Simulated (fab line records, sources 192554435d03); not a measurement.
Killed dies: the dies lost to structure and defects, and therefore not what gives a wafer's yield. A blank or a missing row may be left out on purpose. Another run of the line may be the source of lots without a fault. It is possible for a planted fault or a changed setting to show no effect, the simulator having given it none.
fab line records	flow n5_finfet	part 1 of 2: steps 1 to 14 of 25
[record] lots = 5	wafers = 15	last_day = 18
route steps=1938 shown FIN_CUT@165 STI_FIN_REVEAL@183
lots with no fault: from the same line, run without faults
start_h: start of the lot's first displayed wafer, in hours after the record's first day	wait_h: hours from the lot's prior step to this one	" the same as in the row above	L1.1+2: one row covering several wafers at once	- no value, or no start was given	* or withheld: withheld	< > ~ a bound
route shown NAME@n: names a module that has steps shown in the file, with the first one's number in the route	usual: mean and standard deviation over wafers with no fault	same: alike in all rows	chamber/n: place in a boat	sites: the reading at each site	_std_site: the values' standard deviation	_edge_site: outer sites' mean less inner sites'	radius_mm: how far each site lies from the wafer's centre	mask NAME#n: copy n	behind: the most recent tool/chamber to have shaped the wafer	hold: what put the lot on hold/how long, in hours/how the hold closed	device: which transistor (n, p or np) failed to switch	end of line: at the end of the route, the tests of the same wafers	a step with no rows: only its recipe	killed: dies lost to structure and defects at the first sort, not the wafer's yield	map: a wafer's dies, x killed, . not, _ none there
set.NAME: the setting the step ran with; set.NAME@STEP: the setting that earlier step ran with	model.NAME: the simulator's own value behind a step, which no gauge read
lots at selected steps of the route; one table per step, one row per wafer
services: when a tool's chamber went out of use (start_h, in hours from the record's first day, below 0 if earlier), for how many hours, and the reason
[[steps]]
[step N5_FIN_CUT_INSPECT_10]
[recipe] mode = adi	inspect_instrument = brightfield
[usual] raw_defect_count = 41/10
lot.wafer	tool	chamber	start_h	wait_h	raw_defect_count
L075.1	defect_inspect-02	-	38.34	0.1	47
L075.3	"	-	"	"	43
L075.5	"	-	"	"	34
L076.2	defect_inspect-02	-	39.18	0.0	48
L076.4	"	-	"	"	34
L076.5	"	-	"	"	30
L080.2	defect_inspect-02	-	62.81	0.0	59
L080.4	"	-	"	"	40
L080.5	"	-	"	"	36
L083.3	defect_inspect-01	-	81.23	0.0	32
L083.5	"	-	"	"	45
L083.6	"	-	"	"	44
L095.1	defect_inspect-01	-	152.99	0.1	54
L095.5	"	-	"	"	50
L095.6	"	-	"	"	45
[step N5_FIN_CUT_DESCUM_13]
[recipe] chemistry = O2	time_s = 7	source_power_w = 50	bias_power_w = 20	pressure_mtorr = 20	rf_frequency_hz = 2.712e+07	temp_c = 40	resist = CAR-EUV	o2_flow_sccm = 225
[usual] drypump_motor_current_A = 5.9/0.36	oes_product_au = 0.78/0.099	rf_vpp_V = 243.1/1.5	showerhead_plenum_p_Torr = 2.09/0.083	throttle_valve_pct = 20.47/0.22
lot.wafer	tool	chamber	start_h	wait_h	drypump_motor_current_A	oes_product_au	rf_hours_counter_h	rf_vpp_V	showerhead_plenum_p_Torr	throttle_valve_pct
L075.1	rie_diel-02	0	38.38	0.0	6.6	0.74	176	240.6	1.98	20.35
L075.3	"	3	"	"	5.9	0.69	243	244.4	2.16	20.83
L075.5	"	2	"	"	5.3	0.67	-	245.1	2.15	20.60
L076.2	rie_diel-02	0	39.28	0.1	6.6	0.74	176	241.8	1.98	20.34
L076.4	"	3	"	"	5.9	0.69	244	243.4	2.16	20.82
L076.5	"	1	"	"	5.9	0.80	-	242.7	2.11	20.57
L080.2	rie_diel-02	0	62.84	0.0	6.5	0.73	183	242.1	1.98	20.35
L080.4	"	0	"	"	6.6	0.74	-	242.1	1.98	20.34
L080.5	"	2	"	"	5.2	0.67	-	245.1	2.14	20.62
L083.3	rie_diel-02	0	81.62	0.4	6.5	0.73	191	242.5	1.97	20.36
L083.5	"	0	"	"	6.5	0.73	-	241.1	1.97	20.36
L083.6	"	1	"	"	5.9	0.78	-	243.2	2.10	20.59
L095.1	rie_diel-02	3	153.02	0.0	5.9	0.92	25	243.9	2.15	20.40
L095.5	"	0	"	"	6.5	0.72	-	239.9	1.97	20.39
L095.6	"	3	"	"	5.9	0.92	-	245.3	2.15	20.39
[step N5_FIN_CUT_ETCH_30]
[recipe] chemistry = N2/H2	target = underlayer	target_depth_a = 130	mask_material = CAR-EUV	time_s = 10.4	ion_energy_ev = 200	pressure_mtorr = 30	source_w = 840	bias_w = 150	n2_flow_sccm = 200	h2_flow_sccm = 200	ends = cleared
[usual] drypump_motor_current_A = 5.9/0.36	etch_rf_on_time_s = 10.5/0.32	oes_product_au = 0.67/0.085	rf_vpp_V = 523.6/2.5	showerhead_plenum_p_Torr = 2.54/0.093	throttle_valve_pct = 17.95/0.25
lot.wafer	tool	chamber	start_h	wait_h	drypump_motor_current_A	etch_rf_on_time_s	oes_product_au	rf_hours_counter_h	rf_vpp_V	showerhead_plenum_p_Torr	throttle_valve_pct
L075.1	rie_diel-02	0	38.41	0.0	6.6	10.7	0.63	176	519.7	2.42	17.92
L075.3	"	3	"	"	5.9	10.7	0.58	243	525.0	2.62	18.20
L075.5	"	2	"	"	5.3	10.7	0.57	-	524.6	2.61	18.15
L076.2	rie_diel-02	0	39.31	0.0	6.5	10.7	0.63	176	519.8	2.42	17.93
L076.4	"	3	"	"	5.9	10.5	0.58	244	525.1	2.62	18.19
L076.5	"	1	"	"	5.9	10.6	0.68	-	526.0	2.56	18.11
L080.2	rie_diel-02	0	62.88	0.0	6.5	10.6	0.63	183	522.4	2.41	17.95
L080.4	"	0	"	"	6.5	10.7	0.62	-	521.1	2.41	17.95
L080.5	"	2	"	"	5.3	10.8	0.56	-	527.2	2.61	18.16
L083.3	rie_diel-02	0	81.65	0.0	6.5	10.6	0.62	191	519.2	2.41	17.93
L083.5	"	0	"	"	6.5	10.5	0.61	-	520.6	2.41	17.95
L083.6	"	1	"	"	5.9	10.6	0.66	-	523.7	2.56	18.13
L095.1	rie_diel-02	3	153.06	0.0	5.9	10.7	0.78	25	525.4	2.60	17.76
L095.5	"	0	"	"	6.6	10.7	0.60	-	522.0	2.40	18.01
L095.6	"	3	"	"	5.9	10.7	0.77	-	524.4	2.60	17.73
[step N5_FIN_CUT_ETCH_20]
[recipe] chemistry = CF4	target = SiARC	target_depth_a = 260	mask_material = CAR-EUV	time_s = 43.3	ion_energy_ev = 80	pressure_mtorr = 40	source_w = 545	bias_w = 36	Ar_flow_sccm = 100	cf4_flow_sccm = 100	ends = cleared
[usual] cf4_flow_sccm = 100.04/0.27	drypump_motor_current_A = 5.9/0.36	etch_rf_on_time_s = 43.8/1.2	mfc_ar_sccm = 100.0/0.31	oes_product_au = 0.67/0.084	rf_vpp_V = 184.1/1.2	showerhead_plenum_p_Torr = 2.14/0.074	throttle_valve_pct = 15.65/0.24
lot.wafer	tool	chamber	start_h	wait_h	cf4_flow_sccm	drypump_motor_current_A	etch_rf_on_time_s	mfc_ar_sccm	oes_product_au	rf_hours_counter_h	rf_vpp_V	showerhead_plenum_p_Torr	throttle_valve_pct
L075.1	rie_diel-02	0	38.43	0.0	99.83	6.6	44.5	100.3	0.63	176	183.5	2.05	15.69
L075.3	"	3	"	"	99.43	5.9	43.8	99.6	0.58	243	186.8	2.20	15.95
L075.5	"	2	"	"	100.26	5.3	45.5	99.9	0.56	-	184.5	2.19	15.89
L076.2	rie_diel-02	0	39.33	0.0	100.20	6.5	44.6	100.6	0.62	176	182.2	2.05	15.69
L076.4	"	3	"	"	99.96	5.9	44.0	99.8	0.59	244	185.1	2.20	15.95
L076.5	"	1	"	"	100.10	5.9	44.1	99.9	0.68	-	184.0	2.16	15.71
L080.2	rie_diel-02	0	62.90	0.0	99.90	6.5	44.7	100.2	0.63	183	182.8	2.05	15.70
L080.4	"	0	"	"	99.95	6.5	44.0	100.0	0.63	-	182.0	2.05	15.71
L080.5	"	2	"	"	100.43	5.3	45.0	100.2	0.56	-	185.5	2.19	15.91
L083.3	rie_diel-02	0	81.67	0.0	100.10	6.5	44.2	100.4	0.62	191	184.6	2.05	15.72
L083.5	"	0	"	"	100.22	6.6	43.7	100.4	0.62	-	182.9	2.05	15.72
L083.6	"	1	"	"	100.03	5.9	44.4	100.5	0.66	-	183.7	2.15	15.73
L095.1	rie_diel-02	3	153.08	0.0	99.76	5.9	43.5	100.1	0.79	25	185.5	2.19	15.47
L095.5	"	0	"	"	100.40	6.5	44.3	99.6	0.61	-	183.3	2.04	15.76
L095.6	"	3	"	"	99.85	5.9	43.5	100.0	0.78	-	183.3	2.19	15.48
[step N5_FIN_CUT_ETCH_21]
[recipe] chemistry = N2/H2	target = SOC	target_depth_a = 2190	overetch_a = 438	mask_material = SiARC	temp_c = 40	ion_energy_ev = 100	bias_w = 61	time_s = 523.5	pressure_mtorr = 30	source_w = 850	n2_flow_sccm = 200	h2_flow_sccm = 200
[usual] drypump_motor_current_A = 5.9/0.36	oes_product_au = 0.72/0.086	rf_vpp_V = 240.6/1.4	showerhead_plenum_p_Torr = 2.54/0.093	throttle_valve_pct = 17.90/0.25
lot.wafer	tool	chamber	start_h	wait_h	drypump_motor_current_A	oes_product_au	rf_hours_counter_h	rf_vpp_V	showerhead_plenum_p_Torr	throttle_valve_pct
L075.1	rie_diel-02	0	38.47	0.0	6.5	0.68	176	238.2	2.42	17.90
L075.3	"	3	"	"	5.9	0.63	243	241.9	2.62	18.15
L075.5	"	2	"	"	5.3	0.62	-	240.9	2.61	18.11
L076.2	rie_diel-02	0	39.37	0.0	6.5	0.69	176	239.5	2.42	17.89
L076.4	"	3	"	"	5.9	0.64	244	241.1	2.62	18.16
L076.5	"	1	"	"	5.9	0.73	-	242.4	2.56	18.04
L080.2	rie_diel-02	0	62.93	0.0	6.6	0.68	183	238.8	2.41	17.90
L080.4	"	0	"	"	6.5	0.68	-	238.5	2.41	17.90
L080.5	"	2	"	"	5.2	0.62	-	241.1	2.61	18.11
L083.3	rie_diel-02	0	81.71	0.0	6.6	0.68	191	238.9	2.41	17.93
L083.5	"	0	"	"	6.5	0.68	-	238.8	2.41	17.91
L083.6	"	1	"	"	5.9	0.72	-	241.7	2.56	18.08
L095.1	rie_diel-02	3	153.11	0.0	5.9	0.84	25	241.9	2.60	17.70
L095.5	"	0	"	"	6.6	0.66	-	239.4	2.40	17.95
L095.6	"	3	"	"	5.9	0.84	-	241.9	2.60	17.70
[step N5_FIN_CUT_STRIP_23]
[recipe] chemistry = N2/H2	temp_c = 40	n2_flow_sccm = 200	h2_flow_sccm = 200	rf_frequency_hz = 6e+07
lot.wafer	tool	chamber	start_h	wait_h
L075.1+3+5	rie_diel-02	0,3,2	38.77	0.2
L076.2+4+5	rie_diel-02	0,3,1	39.68	0.2
L080.2+4+5	rie_diel-02	0,0,2	63.24	0.2
L083.3+5+6	rie_diel-02	0,0,1	82.01	0.2
L095.1+5+6	rie_diel-02	3,0,3	153.42	0.2
[step N5_FIN_CUT_STRIP_31]
[recipe] chemistry = N2/H2	temp_c = 40	n2_flow_sccm = 200	h2_flow_sccm = 200	rf_frequency_hz = 6e+07
lot.wafer	tool	chamber	start_h	wait_h
L075.1+3+5	rie_diel-02	0,3,2	38.78	0.0
L076.2+4+5	rie_diel-02	0,3,1	39.69	0.0
L080.2+4+5	rie_diel-02	0,0,2	63.25	0.0
L083.3+5+6	rie_diel-02	0,0,1	82.02	0.0
L095.1+5+6	rie_diel-02	3,0,3	153.43	0.0
[step N5_FIN_CUT_STRIP_24]
[recipe] chemistry = CF4	resist = SiARC	power_w = 300	bias_power_w = 75	pressure_mtorr = 50	cf4_flow_sccm = 150	rf_frequency_hz = 6e+07
[usual] cf4_flow_sccm = 150.0/0.46	drypump_motor_current_A = 5.9/0.36	oes_product_au = 0.78/0.092	rf_vpp_V = 271.0/1.6	showerhead_plenum_p_Torr = 1.79/0.061	throttle_valve_pct = 13.61/0.25
lot.wafer	tool	chamber	start_h	wait_h	cf4_flow_sccm	drypump_motor_current_A	oes_product_au	rf_hours_counter_h	rf_vpp_V	showerhead_plenum_p_Torr	throttle_valve_pct
L075.1	rie_diel-02	0	38.79	0.0	150.0	6.5	0.73	176	268.6	1.72	13.68
L075.3	"	3	"	"	149.5	5.9	0.68	243	270.9	1.84	13.91
L075.5	"	2	"	"	149.1	5.3	0.67	-	271.9	1.83	13.89
L076.2	rie_diel-02	0	39.70	0.0	149.7	6.5	0.74	176	270.4	1.72	13.70
L076.4	"	3	"	"	149.8	5.9	0.68	244	271.6	1.84	13.91
L076.5	"	1	"	"	149.8	5.9	0.79	-	272.0	1.81	13.67
L080.2	rie_diel-02	0	63.26	0.0	149.4	6.5	0.73	183	269.2	1.72	13.68
L080.4	"	0	"	"	150.1	6.5	0.73	-	270.1	1.72	13.69
L080.5	"	2	"	"	150.1	5.2	0.67	-	273.0	1.83	13.89
L083.3	rie_diel-02	0	82.03	0.0	149.7	6.6	0.72	191	269.0	1.72	13.72
L083.5	"	0	"	"	148.9	6.6	0.73	-	270.1	1.72	13.72
L083.6	"	1	"	"	150.3	5.9	0.77	-	273.8	1.80	13.68
L095.1	rie_diel-02	3	153.44	0.0	150.4	5.9	0.91	26	272.1	1.83	13.40
L095.5	"	0	"	"	150.2	6.5	0.71	-	270.5	1.71	13.75
L095.6	"	3	"	"	150.4	5.9	0.90	-	272.0	1.83	13.41
[step N5_FIN_CUT_CUT_ETCH_26]
[recipe] chemistry = CH3F/O2	target = SiNx	target_depth_a = 390	mask_material = SOC	time_s = 55.7	pressure_mtorr = 30	source_w = 395	bias_w = 73	Ar_flow_sccm = 150	CH3F_flow_sccm = 30	O2_flow_sccm = 20	ion_energy_ev = 120
[usual] drypump_motor_current_A = 5.9/0.36	mfc_ar_sccm = 150.0/0.42	oes_product_au = 0.78/0.098	rf_vpp_V = 298/5.1	showerhead_plenum_p_Torr = 2.00/0.074	throttle_valve_pct = 16.42/0.23
lot.wafer	tool	chamber	start_h	wait_h	drypump_motor_current_A	mfc_ar_sccm	oes_product_au	rf_hours_counter_h	rf_vpp_V	showerhead_plenum_p_Torr	throttle_valve_pct
L075.1	rie_diel-02	0	38.81	0.0	6.6	149.5	0.74	176	297	1.91	16.42
L075.3	"	3	"	"	5.9	150.0	0.68	243	289	2.07	16.75
L075.5	"	2	"	"	5.2	150.5	0.67	-	302	2.06	16.66
L076.2	rie_diel-02	0	39.72	0.0	6.5	149.3	0.75	176	298	1.91	16.41
L076.4	"	3	"	"	5.9	149.5	0.68	244	288	2.07	16.76
L076.5	"	1	"	"	5.9	150.4	0.80	-	302	2.02	16.48
L080.2	rie_diel-02	0	63.28	0.0	6.5	149.8	0.74	183	299	1.91	16.44
L080.4	"	0	"	"	6.5	150.2	0.73	-	296	1.91	16.44
L080.5	"	2	"	"	5.2	150.2	0.66	-	303	2.06	16.67
L083.3	rie_diel-02	0	82.05	0.0	6.6	150.6	0.73	191	299	1.90	16.44
L083.5	"	0	"	"	6.5	149.8	0.73	-	299	1.90	16.44
L083.6	"	1	"	"	5.9	150.3	0.77	-	301	2.01	16.51
L095.1	rie_diel-02	3	153.46	0.0	5.9	150.2	0.90	26	288	2.06	16.27
L095.5	"	0	"	"	6.5	149.8	0.71	-	299	1.90	16.48
L095.6	"	3	"	"	5.9	150.0	0.90	-	288	2.06	16.27
[step N5_FIN_CUT_CUT_ETCH_27]
[recipe] chemistry = CHF3/O2	target = SiO2	target_depth_a = 40	mask_material = SOC	overetch_a = 20	time_s = 4.9	pressure_mtorr = 30	source_w = 650	bias_w = 170	Ar_flow_sccm = 200	CHF3_flow_sccm = 50	O2_flow_sccm = 5	ion_energy_ev = 200
[usual] CHF3_flow_sccm = 50.00/0.15	drypump_motor_current_A = 5.9/0.36	mfc_ar_sccm = 200.0/0.61	oes_product_au = 0.62/0.074	rf_vpp_V = 525/9	showerhead_plenum_p_Torr = 2.40/0.084	throttle_valve_pct = 18.88/0.23
lot.wafer	tool	chamber	start_h	wait_h	CHF3_flow_sccm	drypump_motor_current_A	mfc_ar_sccm	oes_product_au	rf_hours_counter_h	rf_vpp_V	showerhead_plenum_p_Torr	throttle_valve_pct
L075.1	rie_diel-02	0	38.86	0.0	49.98	6.5	200.0	0.58	176	528	2.31	18.91
L075.3	"	3	"	"	50.12	5.9	200.0	0.55	244	508	2.48	19.18
L075.5	"	2	"	"	50.02	5.3	199.5	0.53	-	530	2.47	19.06
L076.2	rie_diel-02	0	39.76	0.0	50.15	6.5	200.8	0.59	176	527	2.31	18.91
L076.4	"	3	"	"	49.91	5.9	200.2	0.55	244	506	2.48	19.18
L076.5	"	1	"	"	50.18	5.8	199.2	0.63	-	530	2.43	18.96
L080.2	rie_diel-02	0	63.32	0.0	50.11	6.5	199.8	0.59	183	528	2.31	18.92
L080.4	"	0	"	"	50.06	6.5	199.5	0.59	-	527	2.31	18.92
L080.5	"	2	"	"	49.89	5.2	199.9	0.54	-	532	2.47	19.08
L083.3	rie_diel-02	0	82.10	0.0	49.91	6.6	200.2	0.58	191	529	2.30	18.93
L083.5	"	0	"	"	50.11	6.5	199.7	0.58	-	526	2.30	18.94
L083.6	"	1	"	"	49.92	5.9	201.5	0.61	-	530	2.42	18.98
L095.1	rie_diel-02	3	153.50	0.0	50.24	5.9	199.8	0.72	26	505	2.47	18.73
L095.5	"	0	"	"	50.01	6.6	199.9	0.57	-	526	2.30	18.96
L095.6	"	3	"	"	50.21	5.9	199.7	0.73	-	506	2.47	18.76
[step N5_FIN_CUT_PRECLEAN_35]
[recipe] time_s = 13.3	temp_c = 45	pressure_torr = 125	p_hf_torr = 3	p_coreactant_torr = 25	chemistry = vHF
[usual] drypump_motor_current_A = 5.4/0.54
lot.wafer	tool	chamber	start_h	wait_h	drypump_motor_current_A
L075.1	vapor_etch-02	0	38.92	0.0	4.9
L075.3	"	0	"	"	4.9
L075.5	"	0	"	"	4.9
L076.2	vapor_etch-01	1	39.83	0.0	5.1
L076.4	"	1	"	"	5.0
L076.5	"	1	"	"	5.1
L080.2	vapor_etch-02	0	63.39	0.0	4.9
L080.4	"	0	"	"	4.9
L080.5	"	0	"	"	4.9
L083.3	vapor_etch-02	1	82.19	0.1	6.3
L083.5	"	1	"	"	6.3
L083.6	"	0	"	"	4.9
L095.1	vapor_etch-01	1	153.57	0.0	5.1
L095.5	"	1	"	"	5.1
L095.6	"	0	"	"	5.2
[step N5_FIN_CUT_CUT_ETCH_15]
[recipe] chemistry = HBr/Cl2/O2	target = Si	target_depth_a = 1000	bt_time_s = 10	mask_material = SOC	time_s = 42.4	ion_energy_ev = *	bias_w = *	pressure_mtorr = 10	icp_w = 800	HBr_flow_sccm = 150	Cl2_flow_sccm = 80	O2_flow_sccm = 12
[usual] drypump_motor_current_A = 5.6/0.44	oes_product_au = 1.005/0.011	throttle_valve_pct = 37.25/0.26
lot.wafer	tool	chamber	start_h	wait_h	drypump_motor_current_A	oes_product_au	rf_hours_counter_h	throttle_valve_pct
L075.1	rie_si-05	2	39.01	0.1	5.1	1.003	59	36.83
L075.3	"	0	"	"	4.9	0.986	33	37.25
L075.5	"	1	"	"	5.9	0.995	-	37.28
L076.2	rie_si-03	1	39.91	0.1	5.5	1.021	160	37.62
L076.4	"	3	"	"	6.1	1.010	68	37.08
L076.5	"	3	"	"	6.2	1.001	-	37.09
L080.2	rie_si-03	2	63.47	0.1	5.9	0.991	182	37.41
L080.4	"	3	"	"	6.2	1.001	68	37.09
L080.5	"	1	"	"	5.5	1.012	-	37.62
L083.3	rie_si-05	0	82.25	0.0	4.9	0.985	34	37.22
L083.5	"	0	"	"	4.9	0.980	-	37.25
L083.6	"	1	"	"	5.9	0.999	-	37.27
L095.1	rie_si-03	2	153.65	0.1	5.9	0.994	184	37.40
L095.5	"	2	"	"	5.9	0.995	-	37.40
L095.6	"	1	"	"	5.5	1.021	-	37.64
[step N5_FIN_CUT_CUT_ETCH_28]
[recipe] chemistry = HBr/Cl2/O2	target = Si	target_depth_a = 60	mask_material = SOC	time_s = 2.4	ion_energy_ev = *	bias_w = *	pressure_mtorr = 10	icp_w = 800	HBr_flow_sccm = 150	Cl2_flow_sccm = 80	O2_flow_sccm = 12
[usual] drypump_motor_current_A = 5.6/0.44	oes_product_au = 1.005/0.01	throttle_valve_pct = 37.25/0.26
lot.wafer	tool	chamber	start_h	wait_h	drypump_motor_current_A	oes_product_au	rf_hours_counter_h	throttle_valve_pct
L075.1	rie_si-05	2	39.06	0.0	5.1	1.013	59	36.83
L075.3	"	0	"	"	4.9	0.982	33	37.25
L075.5	"	1	"	"	5.9	1.003	-	37.28
L076.2	rie_si-03	1	39.96	0.0	5.5	1.025	160	37.62
L076.4	"	3	"	"	6.1	1.001	68	37.09
L076.5	"	3	"	"	6.1	1.003	-	37.08
L080.2	rie_si-03	2	63.53	0.0	5.9	0.990	182	37.41
L080.4	"	3	"	"	6.2	1.007	68	37.09
L080.5	"	1	"	"	5.5	1.017	-	37.60
L083.3	rie_si-05	0	82.30	0.0	4.9	0.983	34	37.25
L083.5	"	0	"	"	4.9	0.993	-	37.24
L083.6	"	1	"	"	5.9	0.993	-	37.28
L095.1	rie_si-03	2	153.71	0.0	5.9	1.000	184	37.40
L095.5	"	2	"	"	5.9	0.992	-	37.39
L095.6	"	1	"	"	5.5	1.020	-	37.62
[step N5_FIN_CUT_STRIP_22]
[recipe] chemistry = N2/H2	power_w = 500	temp_c = 40	pressure_mtorr = 50	rf_frequency_hz = 6e+07	overash_fraction = 0.3	bias_power_w = 8	h2_frac = 0.5	n2_flow_sccm = 300	h2_flow_sccm = 300
[usual] drypump_motor_current_A = 5.9/0.32	oes_product_au = 0.79/0.099	rf_vpp_V = 54.2/2.3	showerhead_plenum_p_Torr = 3.36/0.12	throttle_valve_pct = 19.1/0.37
lot.wafer	tool	chamber	start_h	wait_h	drypump_motor_current_A	oes_product_au	rf_hours_counter_h	rf_vpp_V	showerhead_plenum_p_Torr	throttle_valve_pct
L075.1	rie_diel-06	1	39.13	0.0	5.9	0.71	207	54.6	3.18	19.2
L075.3	"	3	"	"	5.9	0.91	28	53.6	3.30	19.6
L075.5	"	2	"	"	5.9	0.80	-	55.5	3.53	18.7
L076.2	rie_diel-06	0	40.03	0.0	5.9	0.69	245	55.9	3.44	18.6
L076.4	"	3	"	"	5.9	0.89	28	58.2	3.30	19.6
L076.5	"	1	"	"	6.0	0.70	-	52.2	3.18	19.1
L080.2	rie_diel-04	2	63.59	0.0	5.4	0.78	118	50.1	3.53	18.7
L080.4	"	0	"	"	6.3	0.70	211	54.0	3.20	19.3
L080.5	"	0	"	"	6.3	0.71	-	52.8	3.20	19.3
L083.3	rie_diel-02	1	82.38	0.1	5.9	0.76	118	56.0	3.37	19.5
L083.5	"	3	"	"	5.9	0.99	-	55.6	3.45	18.8
L083.6	"	0	"	"	6.6	0.72	-	50.5	3.19	19.2
L095.1	rie_diel-06	2	153.78	0.1	6.0	0.76	125	58.5	3.51	18.8
L095.5	"	2	"	"	5.9	0.76	-	54.1	3.51	18.7
L095.6	"	3	"	"	5.9	0.85	-	54.5	3.28	19.6
